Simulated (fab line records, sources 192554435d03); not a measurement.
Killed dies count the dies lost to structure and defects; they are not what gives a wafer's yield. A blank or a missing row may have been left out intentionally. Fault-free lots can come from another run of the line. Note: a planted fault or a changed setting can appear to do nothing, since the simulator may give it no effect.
Matching of chambers || flow n5Finfet || N5_BEOL_M10_DESCUM_33 on rieDiel-01: 4 sister chambers
The step chemistry O2, time 7.9 s. 4 wafers are shown with their chamber, then 8 later ones without.

## EACH WAFER AND ITS CHAMBER
{"wafer": "L083.1", "chamber": 2, "showerheadPlenumPTorr (Torr)": 2.22}
{"wafer": "L086.3", "chamber": 3, "showerheadPlenumPTorr (Torr)": 2.19}
{"wafer": "L086.4", "chamber": 1, "showerheadPlenumPTorr (Torr)": 2.00}
{"wafer": "L089.1", "chamber": 0, "showerheadPlenumPTorr (Torr)": 2.12}

## WAFERS MISSING THEIR CHAMBER
{"wafer": "L089.4", "showerheadPlenumPTorr (Torr)": 2.19}
{"wafer": "L089.6", "showerheadPlenumPTorr (Torr)": 2.21}
{"wafer": "L092.1", "showerheadPlenumPTorr (Torr)": 2.19}
{"wafer": "L092.3", "showerheadPlenumPTorr (Torr)": 2.12}
{"wafer": "L092.6", "showerheadPlenumPTorr (Torr)": 2.12}
{"wafer": "L095.2", "showerheadPlenumPTorr (Torr)": 2.12}
{"wafer": "L095.3", "showerheadPlenumPTorr (Torr)": 1.99}
{"wafer": "L095.6", "showerheadPlenumPTorr (Torr)": 2.00}

## THE CHAMBER EACH PASSED THROUGH
{"wafer": "L089.4", "from the rows above": 3, "in truth": 3}
{"wafer": "L089.6", "from the rows above": "can't be placed: 2 or 3", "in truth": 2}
{"wafer": "L092.1", "from the rows above": 3, "in truth": 3}
{"wafer": "L092.3", "from the rows above": 0, "in truth": 0}
{"wafer": "L092.6", "from the rows above": 0, "in truth": 0}
{"wafer": "L095.2", "from the rows above": 0, "in truth": 0}
{"wafer": "L095.3", "from the rows above": 1, "in truth": 1}
{"wafer": "L095.6", "from the rows above": 1, "in truth": 1}
Placed correctly: 7 of 8. Not placeable from these rows: 1 (in 1, the candidates include the true chamber). Placed wrongly: 0.
How it was worked out, from the rows above alone: a wafer's distance from a chamber is the root of the sum, over the readings, of the square of ((its reading less the chamber's mean) divided by the reading's scatter). The wafer belongs to the nearest chamber; if the next one is less than 2 further off, it can't be placed. For every chamber, the mean is computed from those of its wafers that are shown. The scatter: with one shown wafer a chamber, the root of the mean of the squares of how far each hidden wafer lies from its nearest shown one.
